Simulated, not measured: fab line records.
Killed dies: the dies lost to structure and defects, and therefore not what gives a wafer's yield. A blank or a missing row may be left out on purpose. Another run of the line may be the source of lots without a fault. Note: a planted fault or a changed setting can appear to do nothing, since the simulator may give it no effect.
Matching of chambers | flow n5Finfet | 4 sister chambers for N5_MOL_CONTACT_COAG_ETCH_106 on rieDiel-03
The step etches SOC in N2/H2, target depth 80 nm, overetch 16 nm, time 120 s. 14 wafers are shown with their chamber, then 7 later ones without.

== WAFERS PAIRED WITH THEIR CHAMBERS ==
wafer  | chamber | throttleValvePct (%) | showerheadPlenumPTorr (Torr) | oesProductAu (a.u.)
L078.1 | 1       | 17.6                 | 2.55                         | 0.71
L078.2 | 3       | 17.9                 | 2.56                         | 0.68
L078.4 | 0       | 18.0                 | 2.59                         | 0.63
L085.2 | 3       | 17.9                 | 2.56                         | 0.67
L085.4 | 1       | 17.6                 | 2.55                         | 0.70
L085.6 | 2       | 17.7                 | 2.51                         | 0.64
L086.1 | 2       | 17.7                 | 2.51                         | 0.65
L086.2 | 3       | 17.9                 | 2.55                         | 0.67
L086.3 | 0       | 18.0                 | 2.58                         | 0.62
L088.1 | 1       | 17.6                 | 2.54                         | 0.70
L088.4 | 3       | 17.9                 | 2.55                         | 0.66
L088.5 | 2       | 17.7                 | 2.51                         | 0.65
L089.1 | 1       | 17.6                 | 2.54                         | 0.69
L089.4 | 3       | 18.0                 | 2.55                         | 0.66

SIGNATURES (averages over the wafers above)
reading               | chamber 0 | chamber 1 | chamber 2 | chamber 3 | scatter within a chamber
throttleValvePct      | 18.000    | 17.600    | 17.700    | 17.920    | 0.0283
showerheadPlenumPTorr | 2.5850    | 2.5450    | 2.5100    | 2.5540    | 0.0052
oesProductAu          | 0.6250    | 0.7000    | 0.6467    | 0.6680    | 0.00772
Rule: for a wafer and a chamber, the distance is found by dividing, reading by reading, the gap between the wafer's reading and the chamber's mean by the reading's scatter, squaring, summing and taking the root. The wafer belongs to the nearest chamber; if the next one is less than 2 further off, it can't be placed. The scatter: take each reading less its chamber's mean, square it, sum over the shown wafers, divide by the number of wafers less the number of chambers, and take the root.

== WAFERS MISSING THEIR CHAMBER ==
wafer  | throttleValvePct (%) | showerheadPlenumPTorr (Torr) | oesProductAu (a.u.)
L089.6 | 17.6                 | 2.54                         | 0.69
L091.1 | 18.0                 | 2.55                         | 0.66
L091.2 | 17.6                 | 2.54                         | 0.69
L091.4 | 18.0                 | 2.55                         | 0.65
L093.2 | 18.0                 | 2.55                         | 0.65
L093.4 | 17.8                 | 2.50                         | 0.64
L093.6 | 17.6                 | 2.54                         | 0.69

== WHICH CHAMBER EACH WENT THROUGH ==
wafer  | from the rows above | in truth
L089.6 | 1                   | 1
L091.1 | 3                   | 3
L091.2 | 1                   | 1
L091.4 | 3                   | 3
L093.2 | 3                   | 3
L093.4 | 2                   | 2
L093.6 | 1                   | 1
7 of 7 placed correctly. From these rows, 0 cannot be placed. Placed wrongly: 0.
